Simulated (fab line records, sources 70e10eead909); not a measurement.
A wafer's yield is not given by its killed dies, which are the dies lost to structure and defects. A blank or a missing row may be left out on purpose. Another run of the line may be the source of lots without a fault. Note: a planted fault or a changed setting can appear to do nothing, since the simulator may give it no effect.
Matching of chambers || flow nand harc || NHARC_P_CONTACT_DEP_30 on pecvd-03: 3 sister chambers
The step deposits SiNx, target thk 30 nm. 3 wafers are shown with their chamber, then 7 later ones without.

== WAFERS WITH THEIR CHAMBER ==
{"wafer": "L090.5", "chamber": 2, "heater power w (W)": 608}
{"wafer": "L091.1", "chamber": 1, "heater power w (W)": 799}
{"wafer": "L091.2", "chamber": 0, "heater power w (W)": 831}

== WAFERS WITHOUT THEIR CHAMBER ==
{"wafer": "L091.6", "heater power w (W)": 818}
{"wafer": "L095.2", "heater power w (W)": 914}
{"wafer": "L095.3", "heater power w (W)": 674}
{"wafer": "L095.6", "heater power w (W)": 924}
{"wafer": "L096.4", "heater power w (W)": 878}
{"wafer": "L096.5", "heater power w (W)": 608}
{"wafer": "L096.6", "heater power w (W)": 930}

== WHICH CHAMBER EACH WENT THROUGH ==
{"wafer": "L091.6", "from the rows above": "can't be placed: 0 or 1", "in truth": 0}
{"wafer": "L095.2", "from the rows above": "can't be placed: 0 or 1", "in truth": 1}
{"wafer": "L095.3", "from the rows above": "can't be placed: 2 or 1 or 0", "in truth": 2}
{"wafer": "L095.6", "from the rows above": "can't be placed: 0 or 1", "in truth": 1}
{"wafer": "L096.4", "from the rows above": "can't be placed: 0 or 1", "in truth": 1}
{"wafer": "L096.5", "from the rows above": 2, "in truth": 2}
{"wafer": "L096.6", "from the rows above": "can't be placed: 0 or 1", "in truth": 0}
Correctly placed: 1 of 7. Unplaceable from these rows: 6, with the true chamber sitting among the candidates in 6. Wrongly placed: 0.
How it was worked out, from the rows above alone: a wafer's distance from a chamber is the root of the sum, over the readings, of the square of ((its reading less the chamber's mean) divided by the reading's scatter). If the next closest chamber is less than 2 further off than the closest, the wafer can't be placed; otherwise it belongs to the closest. For every chamber, the mean is computed from those of its wafers that are shown. The scatter: root of mean squared gap, hidden wafer to nearest shown wafer, with one shown wafer a chamber.
